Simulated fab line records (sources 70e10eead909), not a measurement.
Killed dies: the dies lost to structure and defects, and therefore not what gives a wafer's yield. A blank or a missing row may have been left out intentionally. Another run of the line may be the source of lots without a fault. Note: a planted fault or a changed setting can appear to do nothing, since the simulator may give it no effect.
Chamber matching || flow nandHarc || NHARC_A_CONTACT_DEP_58 on pecvd-02: 3 sister chambers
The step deposits SiON, target thk 90 nm. 3 wafers are shown with their chamber, then 8 later ones without.

== WAFERS WITH THEIR CHAMBER ==
{"wafer": "L085.6", "chamber": 1, "heaterPowerW (W)": 737}
{"wafer": "L088.5", "chamber": 2, "heaterPowerW (W)": 901}
{"wafer": "L089.2", "chamber": 0, "heaterPowerW (W)": 714}

== WAFERS WITHOUT THEIR CHAMBER ==
{"wafer": "L089.3", "heaterPowerW (W)": 864}
{"wafer": "L089.4", "heaterPowerW (W)": 841}
{"wafer": "L092.3", "heaterPowerW (W)": 870}
{"wafer": "L092.5", "heaterPowerW (W)": 829}
{"wafer": "L092.6", "heaterPowerW (W)": 718}
{"wafer": "L097.1", "heaterPowerW (W)": 836}
{"wafer": "L097.3", "heaterPowerW (W)": 905}
{"wafer": "L097.5", "heaterPowerW (W)": 852}

== WHICH CHAMBER EACH WENT THROUGH ==
{"wafer": "L089.3", "from the rows above": "can't be placed: 2 or 1", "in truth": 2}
{"wafer": "L089.4", "from the rows above": "can't be placed: 2 or 1 or 0", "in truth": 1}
{"wafer": "L092.3", "from the rows above": 2, "in truth": 2}
{"wafer": "L092.5", "from the rows above": "can't be placed: 2 or 1 or 0", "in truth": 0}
{"wafer": "L092.6", "from the rows above": "can't be placed: 0 or 1", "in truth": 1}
{"wafer": "L097.1", "from the rows above": "can't be placed: 2 or 1 or 0", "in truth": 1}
{"wafer": "L097.3", "from the rows above": 2, "in truth": 2}
{"wafer": "L097.5", "from the rows above": "can't be placed: 2 or 1 or 0", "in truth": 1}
Placed correctly: 2 of 8. Cannot be placed on the basis of these rows: 6; the candidates contain the true chamber in 6. Placed wrongly: 0.
How it was worked out, from the rows above alone: a wafer's distance from a chamber is the root of the sum, over the readings, of the square of ((its reading less the chamber's mean) divided by the reading's scatter). If the next closest chamber is less than 2 further off than the closest, the wafer can't be placed; otherwise it belongs to the closest. For every chamber, the mean is computed from those of its wafers that are shown. The scatter (one wafer shown for each chamber): square how far every hidden wafer sits from the nearest shown wafer, average those squares and take the square root.
